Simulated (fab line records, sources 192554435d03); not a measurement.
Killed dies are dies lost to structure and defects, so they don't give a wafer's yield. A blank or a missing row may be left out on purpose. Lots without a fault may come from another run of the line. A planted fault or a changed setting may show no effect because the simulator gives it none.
A struck lot beside a sound one | flow n5_finfet | 17 steps out of a route of 1938
Sound: wafers L659.1, L659.3, L659.4. Struck: wafers L665.4, L665.5. (L665.3 of the same lot was not struck and is left out.) The cause comes at the end.
At each step with rows: each side's tool, then ch and its chambers, then its first start. Under that, the readings that differ: sound wafers | struck wafers | difference of the means | sigmas: that difference in standard deviations of wafers without a fault.
alike: readings whose means differ by less than 2 such deviations, and words and numbers that are the same on both sides. not compared: withheld readings, readings that some wafer has no value for, bounds like >300 that may hide the same value, and numbers for which the record gives no deviation and whose values overlap.
The two part at a step that has a row with sigmas, a row that says differs or no value, or rows on one side only. Numbers that don't overlap but have no deviation are shown without sigmas and don't part them. A reading that every wafer of one side lacks parts them only if that side has two wafers or more.

first, 4 steps without rows for these wafers: N5_BEOL_M9_HM_STRIP_39 (strips TiN in peroxide tin strip, target depth 25 nm, time 158 s); N5_BEOL_M9_SRD_40 (time 30 s); N5_BEOL_M9_PRECLEAN_42 (cleans in residue remover, time 60 s); N5_BEOL_M9_SRD_43 (time 30 s).
N5_BEOL_M9_CD_MEAS_35: target cd 70 nm, target cd y 40 nm.
  sound on cd_sem-01, day 9 15:55; struck on cd_sem-03, day 11 08:44
  alike: cd_nm
N5_BEOL_M9_CURE_72: cures SiCOH lowk, time 120 s.
  sound on uv_cure-03 ch 2, day 9 15:58; struck on uv_cure-02 ch 2, day 11 08:52
  reading          | sound             | struck      | difference | sigmas
  wafer_temp_C_max | 372.2 372.6 372.1 | 371.1 370.9 | -1.3       | -2
  alike: lamp_power_pct
N5_BEOL_M9_DEGAS_44: time 60 s.
  sound on pvd_sputter-02, day 9 16:57; struck on pvd_sputter-02, day 11 09:44
  alike: heater_power_w
N5_BEOL_M9_PRE_CLEAN_45: time 30 s.
  sound on pvd_sputter-02, day 9 16:59; struck on pvd_sputter-02, day 11 09:47
  alike: heater_power_w
then, 1 step without rows for these wafers: N5_BEOL_M9_ALD_74 (deposits TaN, target thk 2 nm, pulse time 2 s, purge time 3 s).
N5_BEOL_M9_SURFACE_TREAT_79:
  sound on pvd_sputter-02, day 9 17:22; struck on pvd_sputter-01, day 11 10:23
  not compared: throttle_valve_pct
then, 1 step without rows for these wafers: N5_BEOL_M9_CVD_78 (deposits Co from CCTBA/H2, target thk 2 nm, time 138.9 s).
N5_BEOL_M9_SPUTTER_48: material Cu, target thk 12 nm, time 2 s.
  sound on pvd_sputter-02, day 9 17:53; struck on pvd_sputter-01, day 11 10:59
  alike: chuck_gas_flow_sccm, throttle_valve_pct
N5_BEOL_M9_ECD_50: material Cu, target thk 318 nm.
  sound on ecd_cu-02 ch 0,1, day 9 18:01; struck on ecd_cu-02 ch 0, day 11 11:08
  reading                                | sound           | struck    | difference | sigmas
  model.Cu_of_BEOL_M9_ECD_50.thk_nm (nm) | 320.8 311.6 317 | 441 441.8 | +125       |
then, 1 step without rows for these wafers: N5_BEOL_M9_ANNEAL_51 (time 90 s).
N5_BEOL_M9_CMP_52: polishes, stops on SiCOH lowk, t overpolish 7 s, target thk 140 nm.
  sound on cmp-02 ch 0,1,3, day 9 19:07; struck on cmp-04 ch 1,2, day 11 12:01
  reading                | sound       | struck  | difference | sigmas
  motor_current_A (A)    | 5.3 5.4 5.4 | 7.3 6.7 | +1.6       | +2
  time_to_endpoint_s (s) | 59 67 63    | 88 85   | +24        | +7
N5_BEOL_M9_THK_MEAS_53: measures by xrf.
  sound on film_metro-02, day 9 19:24; struck on film_metro-01, day 11 12:15
  alike: M9_THK
N5_PASSIVATION_PROBE_49:
  the record has rows for the sound wafers here (prober-02, day 12 01:10) and none for the struck ones

WHERE THEY PART
First at N5_BEOL_M9_CURE_72; last, within this record, at N5_PASSIVATION_PROBE_49.

WHY: what the simulator had put in
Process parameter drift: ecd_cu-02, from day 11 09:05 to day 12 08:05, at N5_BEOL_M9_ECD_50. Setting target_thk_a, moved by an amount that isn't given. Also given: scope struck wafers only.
